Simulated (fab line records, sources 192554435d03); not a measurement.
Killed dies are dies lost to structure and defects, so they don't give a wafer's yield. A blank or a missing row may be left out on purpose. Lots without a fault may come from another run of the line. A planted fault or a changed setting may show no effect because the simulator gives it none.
Chamber matching | flow n5_finfet | N5_BEOL_M14_DEP_53 on pecvd-03: 3 sister chambers
The step deposits SiCN from 3MS/NH3, target thk 50 nm, time 17.8 s. 6 wafers are shown with their chamber, then 9 later ones without.

WAFERS WITH THEIR CHAMBER
wafer  | chamber | throttle_valve_pct (%) | showerhead_plenum_p_Torr (Torr)
L083.6 | 1       | 19.2                   | 4.144
L081.5 | 1       | 19.3                   | 4.149
L085.6 | 0       | 17.0                   | 4.138
L088.1 | 2       | 18.7                   | 4.188
L088.3 | 2       | 18.7                   | 4.202
L088.4 | 0       | 17.2                   | 4.148

WAFERS WITHOUT THEIR CHAMBER
wafer  | throttle_valve_pct (%) | showerhead_plenum_p_Torr (Torr)
L089.1 | 18.9                   | 4.141
L089.4 | 17.2                   | 4.148
L089.5 | 18.7                   | 4.189
L095.1 | 17.3                   | 4.141
L095.3 | 18.6                   | 4.186
L095.4 | 17.0                   | 4.144
L097.1 | 17.5                   | 4.151
L097.3 | 18.8                   | 4.200
L097.5 | 17.2                   | 4.142

WHICH CHAMBER EACH WENT THROUGH
wafer  | from the rows above | in truth
L089.1 | 1                   | 1
L089.4 | 0                   | 0
L089.5 | 2                   | 2
L095.1 | 0                   | 0
L095.3 | 2                   | 2
L095.4 | 0                   | 0
L097.1 | 0                   | 0
L097.3 | 2                   | 2
L097.5 | 0                   | 0
Placed correctly: 9 of 9. Can't be placed from these rows: 0. Placed wrongly: 0.
How it was worked out, from the rows above alone: a wafer's distance from a chamber is the root of the sum, over the readings, of the square of ((its reading less the chamber's mean) divided by the reading's scatter). The wafer belongs to the nearest chamber; if the next one is less than 2 further off, it can't be placed. A chamber's mean is the mean of its shown wafers. The scatter: the root of (the sum of the squares of (reading less its chamber's mean) over the shown wafers, divided by (wafers less chambers)).
